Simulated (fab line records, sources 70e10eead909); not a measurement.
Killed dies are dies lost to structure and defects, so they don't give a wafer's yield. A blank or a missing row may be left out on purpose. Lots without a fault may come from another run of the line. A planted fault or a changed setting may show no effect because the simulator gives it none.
fab line records | flow nand_harc
record lots=5 wafers=15 last_day=22
route steps=1159 shown A_STAIRCASE@639
lots that met no fault: from a run of the same line without faults
start_h: hours from the record's first day to the start of the lot's first wafer shown | wait_h: hours since the lot's step before | " the same as in the row above | L1.1+2: a row that stands for several wafers | - no value, or no start given | * or withheld: withheld | < > ~ a bound
route shown NAME@n: a module of which the file shows steps, and the number in the route of the first | usual: mean/standard deviation of fault-free wafers | same: alike in all rows | chamber/n: place in a boat | sites: the reading at each site | _std_site: their standard deviation | _edge_site: outer sites' mean less inner sites' | radius_mm: how far each site lies from the wafer's centre | mask NAME#n: copy n | behind: the tool/chamber that last shaped the wafer | hold: why the lot was held/for how many hours/how that ended | device: the transistor (n, p or np) that didn't switch | end of line: the same wafers' tests at the end of the route | a step without rows: its recipe alone | killed: dies lost to structure and defects at the first sort, not the wafer's yield | map: a wafer's dies, x killed, . not, _ none there
set.NAME: the setting as run; set.NAME@STEP: as run at that earlier step | model.NAME: the simulator's own value behind a step, which no gauge read
lots at some steps of the route; a table a step, a row a wafer
services: from which hour (start_h, from the record's first day; less than 0 if before it) a tool's chamber was out of use, for how many hours, and why
## steps
# step NHARC_A_STAIRCASE_SOFTBAKE_245
# recipe temp_c=135 time_s=170
# usual chill_plate_temp_C=22.99/0.11
# columns lot.wafer tool chamber start_h wait_h chill_plate_temp_C
L075.2 litho_track-05 0 - - 23.02
L075.3 " 0 " " 23.04
L075.6 " 0 " " 23.04
L080.1 litho_track-07 0 - - 23.02
L080.2 " 0 " " 23.16
L080.5 " 0 " " 23.22
L084.1 litho_track-02 0 - - 22.95
L084.5 " 0 " " 22.83
L084.6 " 0 " " 22.82
L083.2 litho_track-02 0 - - 23.00
L083.4 " 0 " " 22.99
L083.5 " 0 " " 22.99
L085.1 litho_track-07 0 - - 22.90
L085.2 " 0 " " 22.87
L085.4 " 0 " " 22.81
# step NHARC_A_STAIRCASE_EBR_246
# usual chill_plate_temp_C=22.98/0.1
# columns lot.wafer tool chamber start_h wait_h chill_plate_temp_C
L075.2 litho_track-05 0 - - 23.01
L075.3 " 0 " " 22.97
L075.6 " 0 " " 22.93
L080.1 litho_track-07 0 - - 23.15
L080.2 " 0 " " 23.03
L080.5 " 0 " " 22.97
L084.1 litho_track-02 0 - - 22.98
L084.5 " 0 " " 22.95
L084.6 " 0 " " 22.88
L083.2 litho_track-02 0 - - 23.02
L083.4 " 0 " " 22.92
L083.5 " 0 " " 23.02
L085.1 litho_track-07 0 - - 23.12
L085.2 " 0 " " 22.92
L085.4 " 0 " " 23.07
# step NHARC_A_STAIRCASE_EXPOSE_247
# recipe na=0.5 dose_mj=25.34 mask_id=SDS_1
# usual reticle_temp_C=22.99/0.1
# columns lot.wafer tool chamber start_h wait_h mask reticle_temp_C
L075.2 krf_scanner-04 0 257.31 - SDS_1#0 22.91
L075.3 " 0 " " SDS_1#0 22.95
L075.6 " 0 " " SDS_1#0 22.99
L080.1 krf_scanner-01 0 291.39 - SDS_1#0 22.69
L080.2 " 0 " " SDS_1#0 22.91
L080.5 " 0 " " SDS_1#0 22.94
L084.1 krf_scanner-01 0 307.37 - SDS_1#0 22.80
L084.5 " 0 " " SDS_1#0 22.94
L084.6 " 0 " " SDS_1#0 22.94
L083.2 krf_scanner-02 0 307.68 - SDS_1#0 23.04
L083.4 " 0 " " SDS_1#0 23.26
L083.5 " 0 " " SDS_1#0 23.10
L085.1 krf_scanner-04 0 334.47 - SDS_1#0 22.88
L085.2 " 0 " " SDS_1#0 22.95
L085.4 " 0 " " SDS_1#0 23.09
# step NHARC_A_STAIRCASE_PEB_248
# recipe peb_temp_c=115 peb_time_s=130
# usual chill_plate_temp_C=23.00/0.11
# columns lot.wafer tool chamber start_h wait_h chill_plate_temp_C
L075.2 litho_track-05 0 257.37 0.1 23.07
L075.3 " 0 " " 23.02
L075.6 " 0 " " 22.95
L080.1 litho_track-07 0 291.46 0.1 22.78
L080.2 " 0 " " 22.69
L080.5 " 0 " " 22.84
L084.1 litho_track-07 0 307.43 0.1 23.10
L084.5 " 0 " " 23.06
L084.6 " 0 " " 22.98
L083.2 litho_track-02 0 307.75 0.1 23.03
L083.4 " 0 " " 23.08
L083.5 " 0 " " 23.05
L085.1 litho_track-05 0 334.54 0.1 23.13
L085.2 " 0 " " 23.23
L085.4 " 0 " " 23.04
# step NHARC_A_STAIRCASE_DEVELOP_249
# recipe time_s=140
# usual chill_plate_temp_C=22.99/0.11
# columns lot.wafer tool chamber start_h wait_h chill_plate_temp_C
L075.2 litho_track-05 0 - - 22.90
L075.3 " 0 " " 23.14
L075.6 " 0 " " 22.94
L080.1 litho_track-07 0 - - 23.21
L080.2 " 0 " " 23.12
L080.5 " 0 " " 23.16
L084.1 litho_track-07 0 - - 22.76
L084.5 " 0 " " 22.89
L084.6 " 0 " " 22.78
L083.2 litho_track-02 0 - - 23.03
L083.4 " 0 " " 22.96
L083.5 " 0 " " 23.15
L085.1 litho_track-05 0 - - 22.89
L085.2 " 0 " " 22.88
L085.4 " 0 " " 22.88
# step NHARC_A_STAIRCASE_HARDBAKE_251
# recipe temp_c=120 time_s=140
# usual chill_plate_temp_C=23.01/0.1
# columns lot.wafer tool chamber start_h wait_h chill_plate_temp_C
L075.2 litho_track-05 0 257.59 - 22.94
L075.3 " 0 " " 23.00
L075.6 " 0 " " 23.00
L080.1 litho_track-05 0 291.67 - 23.13
L080.2 " 0 " " 23.04
L080.5 " 0 " " 23.00
L084.1 litho_track-02 0 307.65 - 23.02
L084.5 " 0 " " 22.95
L084.6 " 0 " " 22.90
L083.2 litho_track-02 0 307.97 - 23.10
L083.4 " 0 " " 22.94
L083.5 " 0 " " 23.12
L085.1 litho_track-07 0 334.77 - 22.90
L085.2 " 0 " " 22.84
L085.4 " 0 " " 22.92
# step NHARC_A_STAIRCASE_DESCUM_252
# recipe time_s=3 o2_flow_sccm=200 ar_flow_sccm=0 bias_power_w=0 chemistry=O2
# usual drypump_motor_current_A=5.9/0.42 mfc_ar_sccm=0.013/0.015 oes_product_au=1.003/0.012 rf_vpp_V=57.8/0.81 showerhead_plenum_p_Torr=1.90/0.085 throttle_valve_pct=11.311/0.0091
# columns lot.wafer tool chamber start_h wait_h drypump_motor_current_A mfc_ar_sccm oes_product_au rf_hours_counter_h rf_vpp_V showerhead_plenum_p_Torr throttle_valve_pct
L075.2 rie_diel-04 1 257.70 - 6.6 0.026 1.033 50 58.1 1.92 11.299
L075.3 " 2 " " 6.3 0 1.015 51 56.9 1.77 11.300
L075.6 " 3 " " 6.1 0 1.009 - 57.6 1.83 11.299
L080.1 rie_diel-02 0 292.71 - 5.4 0.041 1.002 49 59.2 1.89 11.307
L080.2 " 2 " " 6.1 0 1.008 48 57.1 1.90 11.326
L080.5 " 3 " " 5.4 0 1.017 - 57.8 1.99 11.308
L084.1 rie_diel-04 1 307.74 - 6.5 0.026 1.017 3 58.3 1.92 11.314
L084.5 " 1 " " 6.5 0.026 1.021 - 57.4 1.92 11.316
L084.6 " 2 " " 6.3 0 0.993 - 56.8 2.08 11.312
L083.4 rie_diel-04 2 308.06 - 6.3 0 1.013 3 59.8 2.08 11.310
L083.2 " 3 " " 6.2 0 0.999 4 58.1 1.82 11.314
L083.5 " 1 " " 6.5 0.026 1.024 - 57.5 1.92 11.316
L085.4 rie_diel-13 0 334.86 - 5.3 0.036 0.998 17 56.9 1.81 11.312
L085.2 " 2 " " 5.8 0.010 0.998 20 57.3 1.87 11.330
L085.1 " 3 " " 5.4 0.026 0.989 18 60.1 2.05 11.317
# step NHARC_A_STAIRCASE_ETCH_253
# recipe target_depth_a=500 time_s=20.2 ion_energy_ev=400 c4f8_flow_sccm=20 o2_flow_sccm=10 ar_flow_sccm=withheld rf_w=600 bias_w=1000 chemistry=C4F8/O2
# usual oes_product_au=0.960/0.021 rf_vpp_V=895/5.5
# columns lot.wafer tool chamber start_h wait_h oes_product_au rf_hours_counter_h rf_vpp_V
L075.2 rie_diel-04 3 257.77 0.1 0.958 51 889
L075.3 " 1 " " 0.989 50 898
L075.6 " 0 " " 0.959 - 890
L080.2 rie_diel-02 0 294.23 1.5 0.955 49 894
L080.1 " 3 " " 0.956 51 900
L080.5 " 1 " " 0.925 - 892
L084.1 rie_diel-04 2 307.84 0.1 0.951 3 906
L084.6 " 3 " " 0.973 - 891
L084.5 " 0 " " 0.972 - 886
L083.4 rie_diel-04 0 308.15 0.1 0.962 4 889
L083.2 " 1 " " 0.976 3 896
L083.5 " 2 " " 0.953 - 908
L085.2 rie_diel-13 3 335.01 0.1 0.917 18 902
L085.4 " 0 " " 0.923 17 888
L085.1 " 1 " " 0.926 19 894
# step NHARC_A_STAIRCASE_STRIP_254
# recipe power_w=1500 temp_c=250 chemistry=O2
# usual drypump_motor_current_A=5.65/0.26 heater_power_w=340/41 rf_refl_power_W=27/4.8 temp_c=250.02/0.17
# columns lot.wafer tool chamber start_h wait_h drypump_motor_current_A heater_power_w rf_hours_counter_h rf_refl_power_W temp_c
L075.2 plasma_asher-01 0 257.85 - 6.27 348 50 - 249.94
L075.3 " 0 " " 6.30 342 - - 249.96
L075.6 " 1 " " 5.50 384 - - 250.44
L080.1 plasma_asher-02 1 294.32 - 5.71 288 36 30 250.09
L080.2 " 0 " " 5.44 362 36 24 249.82
L080.5 " 1 " " 5.69 291 - 31 250.01
L084.1 plasma_asher-01 1 307.92 - 5.51 404 8 - 249.88
L084.6 " 1 " " 5.50 393 - - 250.01
L084.5 " 0 " " 6.21 358 - - 249.69
L083.2 plasma_asher-02 0 308.28 - 5.41 356 40 24 249.83
L083.4 " 0 " " 5.41 354 - 24 249.90
L083.5 " 0 " " 5.43 350 - 23 249.85
L085.2 plasma_asher-02 1 335.10 - 5.71 299 49 30 250.21
L085.1 " 0 " " 5.43 358 49 24 249.87
L085.4 " 0 " " 5.45 358 - 25 249.82
# step NHARC_A_STAIRCASE_STRIP_255
# recipe time_s=900 temp_c=130 chemistry=SPM
# usual temp_c=129.99/0.15
# columns lot.wafer tool chamber start_h wait_h temp_c
L075.2 wet_bench-06 3 258.20 0.3 129.74
L075.6 " 4 " " 130.19
L075.3 " 6 " " 130.26
L080.1 wet_bench-06 5 294.68 0.3 130.16
L080.5 " 7 " " 129.90
L080.2 " 1 " " 129.98
L084.5 wet_bench-01 5 308.26 0.1 130.05
L084.1 " 7 " " 129.95
L084.6 " 0 " " 130.28
L083.2 wet_bench-03 6 308.58 0.3 129.97
L083.5 " 7 " " 130.02
L083.4 " 2 " " 129.95
L085.1 wet_bench-06 4 335.46 0.3 129.88
L085.2 " 5 " " 130.13
L085.4 " 7 " " 129.98
# step NHARC_A_STAIRCASE_PRECLEAN_256
# recipe time_s=* temp_c=50 bath_age_min=0 chemistry=SC1
# usual temp_c=49.99/0.12
# same bath_age_min=0
# columns lot.wafer tool chamber start_h wait_h temp_c
L075.2 wet_bench-06 3 - - 49.97
L075.6 " 4 " " 50.00
L075.3 " 6 " " 49.97
L080.1 wet_bench-06 5 - - 49.89
L080.5 " 7 " " 49.97
L080.2 " 1 " " 49.96
L084.5 wet_bench-01 5 - - 49.88
L084.1 " 7 " " 50.05
L084.6 " 0 " " 49.96
L083.2 wet_bench-03 6 - - 50.01
L083.5 " 7 " " 50.01
L083.4 " 2 " " 50.08
L085.1 wet_bench-06 4 - - 50.08
L085.2 " 5 " " 49.92
L085.4 " 7 " " 49.83
# step NHARC_A_STAIRCASE_SRD_257
# columns lot.wafer tool chamber start_h wait_h
L075.2+6+3 wet_bench-06 3,4,6 - -
L080.1+5+2 wet_bench-06 5,7,1 - -
L084.5+1+6 wet_bench-01 5,7,0 - -
L083.2+5+4 wet_bench-03 6,7,2 - -
L085.1+2+4 wet_bench-06 4,5,7 - -
# step NHARC_A_STAIRCASE_HM_DEP_456
# recipe target_thk_a=15000 temp_c=400 material=aC
# usual throttle_valve_pct=34.999/0.0086
# columns lot.wafer tool chamber start_h wait_h throttle_valve_pct
L075.2 acl_dep-03 0 258.96 - 34.992
L075.3 " 0 " " 34.998
L075.6 " 0 " " 34.990
L080.1 acl_dep-02 0 296.17 - 34.997
L080.2 " 0 " " 34.987
L080.5 " 0 " " 35.006
L084.1 acl_dep-03 0 308.96 - 34.996
L084.5 " 0 310.19 - 35.003
L084.6 " 0 " " 34.991
L083.2 acl_dep-02 0 309.38 - 35.007
L083.4 " 0 " " 34.993
L083.5 " 0 " " 34.998
L085.1 acl_dep-03 0 335.91 - 34.996
L085.2 " 0 " " 35.005
L085.4 " 0 " " 34.989
# step NHARC_A_STAIRCASE_DEP_259
# recipe target_thk_a=300 target_thk_nm=30 temp_c=400 pressure_torr=3.5 flow_sccm=200 rf_w=350 material=SiON
# usual heater_power_outer_w=440/61 heater_power_w=753/110 showerhead_vpp_V=1176/58
# columns lot.wafer tool chamber start_h wait_h heater_power_outer_w heater_power_w showerhead_vpp_V
L075.2 pecvd-01 1 260.51 1.2 438 676 1185
L075.3 " 2 " " 334 558 1209
L075.6 " 2 " " 322 543 1202
L080.1 pecvd-01 0 298.04 1.6 570 844 1232
L080.2 " 2 " " 310 516 1202
L080.5 " 0 " " 540 862 1226
L084.1 pecvd-04 1 310.86 1.6 451 813 1170
L084.5 " 0 " " 460 785 1261
L084.6 " 1 " " 452 836 1147
L083.2 pecvd-03 2 310.95 1.3 478 894 1239
L083.5 " 2 " " 473 891 1230
L083.4 " 0 " " 566 934 1087
L085.1 pecvd-01 1 337.78 1.6 415 652 1188
L085.2 " 0 " " 441 704 1224
L085.4 " 1 " " 408 655 1190
# step NHARC_A_STAIRCASE_DEHYDRATE_281
# recipe temp_c=150 time_s=120
# usual chill_plate_temp_C=23.00/0.1
# columns lot.wafer tool chamber start_h wait_h chill_plate_temp_C
L075.2 litho_track-02 0 260.75 0.2 22.98
L075.3 " 0 " " 23.09
L075.6 " 0 " " 23.06
L080.1 litho_track-07 0 298.31 0.2 23.09
L080.2 " 0 " " 23.07
L080.5 " 0 " " 22.98
L084.1 litho_track-07 0 311.12 0.2 22.99
L084.5 " 0 " " 22.71
L084.6 " 0 " " 22.93
L083.2 litho_track-02 0 311.22 0.2 23.00
L083.4 " 0 " " 22.89
L083.5 " 0 " " 22.97
L085.1 litho_track-07 0 338.05 0.2 23.11
L085.2 " 0 " " 22.99
L085.4 " 0 " " 22.87
# step NHARC_A_STAIRCASE_HMDS_282
# recipe time_s=30
# usual chill_plate_temp_C=23.02/0.1
# columns lot.wafer tool chamber start_h wait_h chill_plate_temp_C
L075.2 litho_track-02 0 - - 23.08
L075.3 " 0 " " 22.98
L075.6 " 0 " " 23.20
L080.1 litho_track-07 0 - - 23.27
L080.2 " 0 " " 23.11
L080.5 " 0 " " 23.06
L084.1 litho_track-07 0 - - 22.98
L084.5 " 0 " " 23.07
L084.6 " 0 " " 22.99
L083.2 litho_track-02 0 - - 23.09
L083.4 " 0 " " 22.85
L083.5 " 0 " " 22.89
L085.1 litho_track-07 0 - - 22.95
L085.2 " 0 " " 22.93
L085.4 " 0 " " 22.95
# step NHARC_A_STAIRCASE_COAT_283
# recipe spin_rpm=1200
# usual chill_plate_temp_C=23.00/0.1
# columns lot.wafer tool chamber start_h wait_h chill_plate_temp_C
L075.2 litho_track-02 0 - - 22.93
L075.3 " 0 " " 22.99
L075.6 " 0 " " 22.91
L080.1 litho_track-07 0 - - 23.18
L080.2 " 0 " " 23.03
L080.5 " 0 " " 23.01
L084.1 litho_track-07 0 - - 22.96
L084.5 " 0 " " 23.06
L084.6 " 0 " " 22.89
L083.2 litho_track-02 0 - - 23.18
L083.4 " 0 " " 23.12
L083.5 " 0 " " 23.03
L085.1 litho_track-07 0 - - 22.85
L085.2 " 0 " " 22.91
L085.4 " 0 " " 23.06
# step NHARC_A_STAIRCASE_SOFTBAKE_284
# recipe temp_c=135 time_s=170
# usual chill_plate_temp_C=23.01/0.12
# columns lot.wafer tool chamber start_h wait_h chill_plate_temp_C
L075.2 litho_track-02 0 - - 23.09
L075.3 " 0 " " 23.17
L075.6 " 0 " " 23.16
L080.1 litho_track-07 0 - - 23.15
L080.2 " 0 " " 23.06
L080.5 " 0 " " 23.11
L084.1 litho_track-07 0 - - 23.00
L084.5 " 0 " " 22.99
L084.6 " 0 " " 22.94
L083.2 litho_track-02 0 - - 23.22
L083.4 " 0 " " 23.07
L083.5 " 0 " " 23.03
L085.1 litho_track-07 0 - - 23.12
L085.2 " 0 " " 23.27
L085.4 " 0 " " 23.12
# step NHARC_A_STAIRCASE_EBR_285
# usual chill_plate_temp_C=23.00/0.1
# columns lot.wafer tool chamber start_h wait_h chill_plate_temp_C
L075.2 litho_track-02 0 - - 23.13
L075.3 " 0 " " 23.08
L075.6 " 0 " " 23.13
L080.1 litho_track-07 0 - - 23.12
L080.2 " 0 " " 23.01
L080.5 " 0 " " 23.07
L084.1 litho_track-07 0 - - 23.13
L084.5 " 0 " " 22.86
L084.6 " 0 " " 23.09
L083.2 litho_track-02 0 - - 23.18
L083.4 " 0 " " 23.13
L083.5 " 0 " " 23.17
L085.1 litho_track-07 0 - - 23.11
L085.2 " 0 " " 22.96
L085.4 " 0 " " 22.97
# step NHARC_A_STAIRCASE_EXPOSE_286
# recipe na=0.5 dose_mj=25.01 mask_id=CHOP_100
# usual reticle_temp_C=22.98/0.098
# columns lot.wafer tool chamber start_h wait_h mask reticle_temp_C
L075.2 krf_scanner-01 0 260.97 - CHOP_100#0 22.93
L075.3 " 0 " " CHOP_100#0 22.92
L075.6 " 0 " " CHOP_100#0 23.01
L080.1 krf_scanner-02 0 298.64 - CHOP_100#0 23.06
L080.2 " 0 " " CHOP_100#0 23.02
L080.5 " 0 " " CHOP_100#0 22.94
L084.1 krf_scanner-02 0 311.32 - CHOP_100#0 22.92
L084.5 " 0 " " CHOP_100#0 23.03
L084.6 " 0 " " CHOP_100#0 22.93
L083.2 krf_scanner-01 0 311.56 - CHOP_100#0 22.90
L083.4 " 0 " " CHOP_100#0 23.05
L083.5 " 0 " " CHOP_100#0 22.91
L085.1 krf_scanner-01 0 338.38 - CHOP_100#0 23.01
L085.2 " 0 " " CHOP_100#0 23.03
L085.4 " 0 " " CHOP_100#0 22.94
# step NHARC_A_STAIRCASE_PEB_287
# recipe peb_temp_c=115 peb_time_s=130
# usual chill_plate_temp_C=23.01/0.11
# columns lot.wafer tool chamber start_h wait_h chill_plate_temp_C
L075.2 litho_track-07 0 261.03 0.1 22.92
L075.3 " 0 " " 22.82
L075.6 " 0 " " 22.94
L080.1 litho_track-07 0 298.71 0.1 23.01
L080.2 " 0 " " 23.11
L080.5 " 0 " " 23.13
L084.1 litho_track-07 0 311.39 0.1 23.07
L084.5 " 0 " " 23.08
L084.6 " 0 " " 23.08
L083.2 litho_track-05 0 311.62 0.1 23.03
L083.4 " 0 " " 23.16
L083.5 " 0 " " 23.02
L085.1 litho_track-07 0 338.45 0.1 22.88
L085.2 " 0 " " 22.86
L085.4 " 0 " " 22.83
# step NHARC_A_STAIRCASE_DEVELOP_288
# recipe time_s=140
# usual chill_plate_temp_C=23.03/0.11
# columns lot.wafer tool chamber start_h wait_h chill_plate_temp_C
L075.2 litho_track-07 0 - - 22.84
L075.3 " 0 " " 23.00
L075.6 " 0 " " 22.91
L080.1 litho_track-07 0 - - 23.04
L080.2 " 0 " " 22.94
L080.5 " 0 " " 23.12
L084.1 litho_track-07 0 - - 23.09
L084.5 " 0 " " 23.20
L084.6 " 0 " " 22.95
L083.2 litho_track-05 0 - - 23.01
L083.4 " 0 " " 23.28
L083.5 " 0 " " 23.01
L085.1 litho_track-07 0 - - 23.06
L085.2 " 0 " " 23.19
L085.4 " 0 " " 23.01
# step NHARC_A_STAIRCASE_HARDBAKE_290
# recipe temp_c=120 time_s=140
# usual chill_plate_temp_C=22.99/0.11
# columns lot.wafer tool chamber start_h wait_h chill_plate_temp_C
L075.2 litho_track-02 0 261.26 - 22.89
L075.3 " 0 " " 23.08
L075.6 " 0 " " 23.03
L080.1 litho_track-05 0 298.93 - 22.98
L080.2 " 0 " " 23.01
L080.5 " 0 " " 23.14
L084.1 litho_track-02 0 311.60 - 22.95
L084.5 " 0 " " 23.02
L084.6 " 0 " " 22.83
L083.2 litho_track-05 0 311.84 - 23.13
L083.4 " 0 " " 23.04
L083.5 " 0 " " 22.88
L085.1 litho_track-02 0 338.67 - 23.06
L085.2 " 0 " " 22.99
L085.4 " 0 " " 22.75
# step NHARC_A_STAIRCASE_DESCUM_291
# recipe time_s=3 o2_flow_sccm=200 ar_flow_sccm=0 bias_power_w=0 chemistry=O2
# usual drypump_motor_current_A=5.8/0.4 mfc_ar_sccm=0.016/0.015 oes_product_au=1.001/0.011 rf_vpp_V=57.7/0.9 showerhead_plenum_p_Torr=1.89/0.083 throttle_valve_pct=11.311/0.0099
# columns lot.wafer tool chamber start_h wait_h drypump_motor_current_A mfc_ar_sccm oes_product_au rf_hours_counter_h rf_vpp_V showerhead_plenum_p_Torr throttle_valve_pct
L075.3 rie_diel-04 3 261.35 - 6.2 0 1.001 51 57.3 1.83 11.301
L075.2 " 1 " " 6.6 0.026 1.024 50 57.1 1.92 11.305
L075.6 " 3 " " 6.1 0 1.014 - 59.5 1.83 11.299
L080.2 rie_diel-13 1 299.03 - 6.3 0.014 0.986 5 57.2 1.89 11.312
L080.1 " 3 " " 5.4 0.026 0.980 5 59.7 2.05 11.334
L080.5 " 2 " " 5.8 0.010 0.980 - 57.9 1.87 11.288
L084.1 rie_diel-02 0 311.71 - 5.4 0.041 1.010 55 56.8 1.88 11.299
L084.6 " 3 " " 5.4 0 1.012 - 58.8 1.99 11.290
L084.5 " 0 " " 5.4 0.041 1.005 - 57.2 1.88 11.331
L083.2 rie_diel-13 3 311.97 - 5.4 0.026 0.996 8 58.9 2.05 11.302
L083.4 " 1 " " 6.3 0.014 1.010 10 59.4 1.89 11.311
L083.5 " 2 " " 5.8 0.010 0.995 - 57.1 1.87 11.313
L085.4 rie_diel-13 1 338.77 - 6.3 0.014 0.998 22 57.4 1.88 11.288
L085.2 " 2 " " 5.8 0.010 0.998 22 58.5 1.86 11.301
L085.1 " 3 " " 5.4 0.026 0.993 20 58.2 2.05 11.307
# step NHARC_A_STAIRCASE_ETCH_292
# recipe cf4_flow_sccm=100 chf3_flow_sccm=30 ar_flow_sccm=0 rf_w=500 bias_w=200 chemistry=CF4/CHF3
# usual drypump_motor_current_A=5.8/0.41 mfc_ar_sccm=0.015/0.014 oes_product_au=0.946/0.023 rf_vpp_V=370.0/2.3 showerhead_plenum_p_Torr=1.56/0.065 throttle_valve_pct=16.802/0.0076
# columns lot.wafer tool chamber start_h wait_h drypump_motor_current_A mfc_ar_sccm oes_product_au rf_hours_counter_h rf_vpp_V showerhead_plenum_p_Torr throttle_valve_pct
L075.3 rie_diel-04 3 261.43 0.1 6.1 0 0.956 51 368.4 1.51 16.789
L075.2 " 0 " " 5.8 0.015 0.977 50 366.9 1.48 16.802
L075.6 " 3 " " 6.1 0 0.961 - 368.1 1.51 16.796
L080.2 rie_diel-13 0 299.11 0.1 5.3 0.036 0.980 5 368.6 1.49 16.814
L080.1 " 2 " " 5.8 0.010 0.953 5 369.8 1.54 16.801
L080.5 " 0 " " 5.3 0.036 0.968 - 367.7 1.49 16.816
L084.1 rie_diel-02 1 311.81 0.1 5.5 0.002 0.908 55 367.9 1.53 16.815
L084.6 " 2 " " 6.1 0 0.925 - 370.3 1.56 16.805
L084.5 " 3 " " 5.4 0 0.935 - 372.8 1.63 16.808
L083.4 rie_diel-13 0 312.06 0.1 5.2 0.036 0.927 9 366.6 1.49 16.804
L083.2 " 1 " " 6.3 0.014 0.932 10 371.0 1.55 16.796
L083.5 " 0 " " 5.2 0.036 0.929 - 365.9 1.49 16.800
L085.4 rie_diel-13 2 338.85 0.1 5.8 0.010 0.975 22 369.9 1.54 16.798
L085.2 " 0 " " 5.2 0.036 0.962 19 367.7 1.49 16.788
L085.1 " 1 " " 6.3 0.014 0.963 22 370.0 1.55 16.805
# step NHARC_A_STAIRCASE_HM_OPEN_460
# recipe o2_flow_sccm=400 cos_flow_sccm=20 ar_flow_sccm=0 rf_w=500 bias_w=300 chemistry=O2/COS
# usual drypump_motor_current_A=5.8/0.41 mfc_ar_sccm=0.015/0.014 oes_product_au=0.999/0.012 rf_vpp_V=466.5/2.8 showerhead_plenum_p_Torr=3.09/0.13 throttle_valve_pct=28.330/0.0094
# columns lot.wafer tool chamber start_h wait_h drypump_motor_current_A mfc_ar_sccm oes_product_au rf_hours_counter_h rf_vpp_V showerhead_plenum_p_Torr throttle_valve_pct
L075.3 rie_diel-04 0 - - 5.8 0.015 1.008 50 462.7 2.94 28.325
L075.2 " 2 " " 6.3 0 1.002 52 462.8 2.89 28.326
L075.6 " 1 " " 6.5 0.026 1.011 - 467.9 3.13 28.327
L080.2 rie_diel-13 0 - - 5.3 0.036 1.008 5 463.8 2.96 28.318
L080.1 " 1 " " 6.3 0.014 1.010 5 467.9 3.08 28.337
L080.5 " 0 " " 5.3 0.036 1.006 - 464.8 2.96 28.318
L084.1 rie_diel-02 1 - - 5.5 0.002 0.995 55 464.7 3.03 28.335
L084.5 " 0 " " 5.5 0.041 1.011 - 466.3 3.08 28.331
L084.6 " 1 " " 5.5 0.002 0.992 - 466.4 3.03 28.323
L083.4 rie_diel-13 2 - - 5.8 0.010 0.989 10 465.1 3.05 28.302
L083.2 " 0 " " 5.3 0.036 0.998 9 462.7 2.96 28.338
L083.5 " 2 " " 5.8 0.010 0.994 - 466.4 3.05 28.320
L085.2 rie_diel-13 0 - - 5.3 0.036 0.998 19 463.9 2.95 28.329
L085.1 " 1 " " 6.3 0.014 1.002 22 467.3 3.08 28.341
L085.4 " 3 " " 5.4 0.026 0.984 20 471.0 3.33 28.332
# step NHARC_A_STAIRCASE_STRIP_461
# recipe o2_flow_sccm=400 cos_flow_sccm=20 ar_flow_sccm=0 bias_w=0 chemistry=O2/COS
# columns lot.wafer tool chamber start_h wait_h
L075.2+3+6 rie_diel-04 3,0,2 - -
L080.2+1+5 rie_diel-13 0,2,1 - -
L084.1+6+5 rie_diel-02 2,3,0 - -
L083.4+2+5 rie_diel-13 1,2,3 - -
L085.2+4+1 rie_diel-13 0,1,3 - -
# step NHARC_A_STAIRCASE_ETCH_452
# recipe target_depth_a=300 overetch_a=30 time_s=16.5 ion_energy_ev=100 cf4_flow_sccm=80 o2_flow_sccm=20 ar_flow_sccm=0 rf_w=300 bias_w=100 chemistry=CF4/O2
# usual drypump_motor_current_A=5.8/0.41 mfc_ar_sccm=0.016/0.014 oes_product_au=1.000/0.01 rf_vpp_V=197.4/1.4 showerhead_plenum_p_Torr=1.32/0.055 throttle_valve_pct=13.397/0.009
# columns lot.wafer tool chamber start_h wait_h drypump_motor_current_A mfc_ar_sccm oes_product_au rf_hours_counter_h rf_vpp_V showerhead_plenum_p_Torr throttle_valve_pct
L075.2 rie_diel-04 0 - - 5.8 0.015 1.003 50 197.4 1.25 13.402
L075.3 " 2 " " 6.3 0 1.007 52 196.8 1.23 13.394
L075.6 " 0 " " 5.8 0.015 1.002 - 195.4 1.25 13.396
L080.1 rie_diel-13 2 - - 5.8 0.010 0.996 5 196.2 1.31 13.379
L080.2 " 3 " " 5.4 0.026 1.002 5 199.5 1.43 13.398
L080.5 " 1 " " 6.3 0.014 0.996 - 196.3 1.32 13.393
L084.1 rie_diel-02 2 - - 6.1 0 1.007 56 197.3 1.33 13.395
L084.6 " 0 " " 5.5 0.041 1.014 - 197.1 1.32 13.402
L084.5 " 1 " " 5.5 0.002 0.993 - 197.6 1.30 13.403
L083.4 rie_diel-13 0 - - 5.2 0.036 1.006 9 196.4 1.26 13.414
L083.2 " 2 " " 5.8 0.010 1.002 10 198.0 1.30 13.387
L083.5 " 1 " " 6.3 0.014 0.989 - 197.2 1.32 13.410
L085.4 rie_diel-13 1 - - 6.3 0.014 0.997 22 196.1 1.31 13.385
L085.1 " 2 " " 5.8 0.010 1.003 22 197.6 1.30 13.419
L085.2 " 3 " " 5.4 0.026 0.992 20 198.7 1.43 13.399
# step NHARC_A_STAIRCASE_ETCH_294
# recipe target_depth_a=49920 time_s=1212.4 ion_energy_ev=800 c4f8_flow_sccm=80 o2_flow_sccm=60 ar_flow_sccm=withheld rf_w=600 bias_w=3000 chemistry=C4F8/O2/Ar
# usual oes_product_au=0.934/0.012 rf_vpp_V=1824/10
# columns lot.wafer tool chamber start_h wait_h oes_product_au rf_hours_counter_h rf_vpp_V
L075.3 rie_diel-04 2 - - 0.951 52 1807
L075.2 " 3 " " 0.947 51 1818
L075.6 " 0 " " 0.946 - 1812
L080.1 rie_diel-13 1 - - 0.947 6 1824
L080.2 " 2 " " 0.940 6 1821
L080.5 " 3 " " 0.942 - 1842
L084.1 rie_diel-02 0 - - 0.926 56 1822
L084.6 " 0 " " 0.942 - 1822
L084.5 " 1 " " 0.933 - 1818
L083.2 rie_diel-13 3 - - 0.926 9 1844
L083.4 " 0 " " 0.932 9 1813
L083.5 " 1 " " 0.924 - 1824
L085.2 rie_diel-13 2 - - 0.957 22 1822
L085.4 " 3 " " 0.944 20 1844
L085.1 " 1 " " 0.939 22 1822
## services
# columns tool chamber start_h hours kind
litho_track-05 - 237.00 7.0 pm
pecvd-01 - 237.14 13.0 pm
krf_scanner-02 - 244.02 1.3 repair
krf_scanner-04 - 253.55 3.0 repair
rie_diel-13 0 255.43 - clean
rie_diel-13 1 255.43 - clean
rie_diel-13 2 255.43 - clean
krf_scanner-01 - 256.00 4.0 pm
wet_bench-03 - 270.45 4.0 repair
rie_diel-13 - 276.00 9.0 pm
plasma_asher-01 - 276.09 9.0 pm
krf_scanner-01 - 286.66 1.0 repair
rie_diel-04 - 290.00 9.0 pm
pecvd-03 - 292.08 13.0 pm
plasma_asher-02 - 295.31 6.3 repair
krf_scanner-04 - 298.00 4.0 pm
plasma_asher-01 - 299.91 3.1 repair
krf_scanner-02 - 302.32 0.9 repair
wet_bench-06 - 305.60 8.0 pm
pecvd-04 - 308.46 0.4 repair
wet_bench-01 - 309.95 11.9 repair
wet_bench-03 - 322.40 8.0 pm
rie_diel-02 - 327.98 9.0 pm
rie_diel-04 2 328.79 7.2 repair
## key
fault none
